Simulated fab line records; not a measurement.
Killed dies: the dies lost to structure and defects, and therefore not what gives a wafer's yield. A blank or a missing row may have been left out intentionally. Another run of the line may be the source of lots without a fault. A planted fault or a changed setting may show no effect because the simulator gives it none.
What tool caused it? | flow nand-harc | 12 lots with 36 wafers sampled at 6 steps, on a route of 1302 steps

## WHAT EACH GAUGE READ, for each wafer
NHARC_A_CONTACT_CD_MEAS_15.
lot  | measured     | on        | cd-nm (nm)
L405 | day 21 12:53 | cd-sem-01 | 189.8 189.9 188.8
L406 | day 21 19:58 | cd-sem-02 | 189.1 188.8 189.9
L407 | day 22 11:41 | cd-sem-02 | 191.0 189.9 191.0
L409 | day 22 13:02 | cd-sem-01 | 189.9 190.4 190.2
L408 | day 23 16:49 | cd-sem-02 | 190.2 190.8 190.8
L411 | day 23 21:35 | cd-sem-02 | 190.3 190.4 190.0
L410 | day 23 21:54 | cd-sem-02 | 189.9 190.3 190.2
L415 | day 25 19:50 | cd-sem-01 | 189.3 189.2 190.1
L418 | day 26 18:01 | cd-sem-03 | 191.3 190.3 190.8
L419 | day 26 23:46 | cd-sem-03 | 189.5 189.9 189.7
L423 | day 28 16:52 | cd-sem-03 | 190.0 190.3 190.3
L422 | day 28 19:07 | cd-sem-02 | 190.4 190.5 190.2

NHARC_A_BLC_CD_MEAS_10: target cd 100 nm.
lot  | measured     | on        | cd-nm (nm)
L405 | day 21 16:25 | cd-sem-01 | 99.8 100.5 100.4
L406 | day 21 22:47 | cd-sem-03 | 99.8 100.3 99.7
L407 | day 22 14:38 | cd-sem-01 | 99.2 100.1 100.3
L409 | day 22 15:50 | cd-sem-02 | 99.0 99.6 99.7
L408 | day 23 19:40 | cd-sem-02 | 99.1 98.9 99.5
L411 | day 24 00:34 | cd-sem-03 | 99.6 100.3 100.1
L410 | day 24 00:55 | cd-sem-02 | 99.1 99.0 99.0
L415 | day 25 22:40 | cd-sem-03 | 107.8 107.5 108.0
L418 | day 26 21:05 | cd-sem-02 | 101.2 100.2 100.3
L419 | day 27 02:42 | cd-sem-01 | 100.7 99.8 100.8
L423 | day 28 19:40 | cd-sem-02 | 99.5 101.4 100.2
L422 | day 28 21:56 | cd-sem-02 | 100.4 101.1 100.0

NHARC_END_SORT_01.
lot  | measured     | on        | killed-at-array | killed-at-other | killed-at-periphery | killed-dies | killed-open | killed-short
L415 | day 27 23:34 | prober-02 | 74 77 74        | 0 0 0           | 1 1 1               | 75 78 75    | 4 1 3       | 1 5 2

## WHAT TOOL EACH LOT RAN ON (gives the tool, then ch and the chambers of the sampled wafers, and finally the start)
lot  | NHARC_A_CONTACT_ETCH_136             | NHARC_A_CONTACT_ETCH_92            | NHARC_A_BLC_PEB_08
L405 | har-cap-etch-02 ch 0,1, day 21 11:19 | rie-diel-02 ch 0,1,2, day 21 12:41 | litho-track-04 ch 0, day 21 16:20
L406 | har-cap-etch-02 ch 0,1, day 21 18:22 | rie-diel-02 ch 0,1,2, day 21 19:41 | litho-track-06 ch 0, day 21 22:42
L407 | har-cap-etch-02 ch 0,1, day 22 10:08 | rie-diel-02 ch 1,3, day 22 11:29   | litho-track-04 ch 0, day 22 14:33
L409 | har-cap-etch-01 ch 0,1, day 22 11:29 | rie-diel-02 ch 1,3, day 22 12:50   | litho-track-01 ch 0, day 22 15:46
L408 | har-cap-etch-03 ch 0,1, day 23 15:19 | rie-diel-02 ch 0,1,3, day 23 16:38 | litho-track-01 ch 0, day 23 19:34
L411 | har-cap-etch-02 ch 0,1, day 23 20:00 | rie-diel-01 ch 1,2, day 23 21:22   | litho-track-06 ch 0, day 24 00:29
L410 | har-cap-etch-01 ch 1, day 23 20:21   | rie-diel-07 ch 0,1,2, day 23 21:41 | litho-track-01 ch 0, day 24 00:50
L415 | har-cap-etch-02 ch 0,1, day 25 18:14 | rie-diel-07 ch 1,2,3, day 25 19:37 | litho-track-01 ch 0, day 25 22:35
L418 | har-cap-etch-01 ch 0,1, day 26 16:08 | rie-diel-07 ch 0,1,3, day 26 17:31 | litho-track-04 ch 0, day 26 21:01
L419 | har-cap-etch-02 ch 0, day 26 22:13   | rie-diel-01 ch 0,1, day 26 23:32   | litho-track-06 ch 0, day 27 02:37
L423 | har-cap-etch-01 ch 0,1, day 28 15:24 | rie-diel-07 ch 0,2,3, day 28 16:41 | litho-track-04 ch 0, day 28 19:35
L422 | har-cap-etch-02 ch 0,1, day 28 17:32 | rie-diel-07 ch 0,1,3, day 28 18:57 | litho-track-06 ch 0, day 28 21:51
- NHARC_A_CONTACT_ETCH_136: etches the open film in C4F8/O2/Ar, time 311 s, target depth 1912 nm.
- NHARC_A_CONTACT_ETCH_92: etches the open film in CH3F/O2, target depth 40 nm, time 85.7 s.
- NHARC_A_BLC_PEB_08: peb time 65 s.

## AS READ BY THE TOOLS THEMSELVES (means over the sampled wafers that have a number; for cases with no such wafer, the mark the record gives instead)
NHARC_A_CONTACT_ETCH_92.
lot  | tool        | drypump-motor-current-A (A) | oes-product-au (a.u.) | rf-vpp-V (V) | showerhead-plenum-p-Torr (Torr) | throttle-valve-pct (%)
L405 | rie-diel-02 | 5.8                         | 0.931                 | 242.0        | 2.34                            | 20.661
L406 | rie-diel-02 | 5.8                         | 0.927                 | 242.5        | 2.34                            | 20.649
L407 | rie-diel-02 | 6.1                         | 0.936                 | 243.4        | 2.37                            | 20.668
L409 | rie-diel-02 | 6.0                         | 0.921                 | 243.8        | 2.38                            | 20.668
L408 | rie-diel-02 | 5.9                         | 0.925                 | 243.2        | 2.34                            | 20.668
L411 | rie-diel-01 | 5.8                         | 0.935                 | 247.5        | 2.63                            | 20.657
L410 | rie-diel-07 | 5.5                         | 0.930                 | 245.5        | 2.55                            | 20.654
L415 | rie-diel-07 | 5.5                         | 0.932                 | 245.1        | 2.49                            | 20.661
L418 | rie-diel-07 | 5.1                         | 0.922                 | 244.7        | 2.48                            | 20.671
L419 | rie-diel-01 | 5.5                         | 0.936                 | 245.1        | 2.56                            | 20.653
L423 | rie-diel-07 | 5.2                         | 0.927                 | 243.1        | 2.45                            | 20.660
L422 | rie-diel-07 | 5.1                         | 0.934                 | 245.4        | 2.48                            | 20.656

## THE ANSWER, worked out from the rows above alone
Rule: the usual values come from the lots themselves. The widest of any qualifying gaps counts: lots, ordered by their means at a reading, are off when they make up no more than a third of the lots, leave a main group of 4 or more, and stand apart from it by 3 or more times the standard deviation of that group's means. Not used: any main group whose means are identical at the precision the tables above print for the reading. A lot without any number at a reading at which 4 lots or more have one is off too. Where the step has rows for the other lots, those lots are counted as sound. Order of review: gauges by route order, followed by the tools' own readings, for which a lot's mean as printed above is used. At the first step where some lot is off, the reading lying furthest off is the one used; lots without a number count as furthest.
Off at NHARC_A_BLC_CD_MEAS_10 (cd-nm): L415. Main group: mean 100.0 nm, sd 0.51.
If a tool, at a process step before that reading, ran all the lots that are off and no sound lot after the first of them, it fits. Those tools and the gauges at NHARC_A_BLC_CD_MEAS_10 are tried in the same way. This does not decide it: 2 tools fit, namely litho-track-01 at NHARC_A_BLC_PEB_08 and cd-sem-03 at NHARC_A_BLC_CD_MEAS_10.

## WHAT THE SIMULATOR HAD PUT IN
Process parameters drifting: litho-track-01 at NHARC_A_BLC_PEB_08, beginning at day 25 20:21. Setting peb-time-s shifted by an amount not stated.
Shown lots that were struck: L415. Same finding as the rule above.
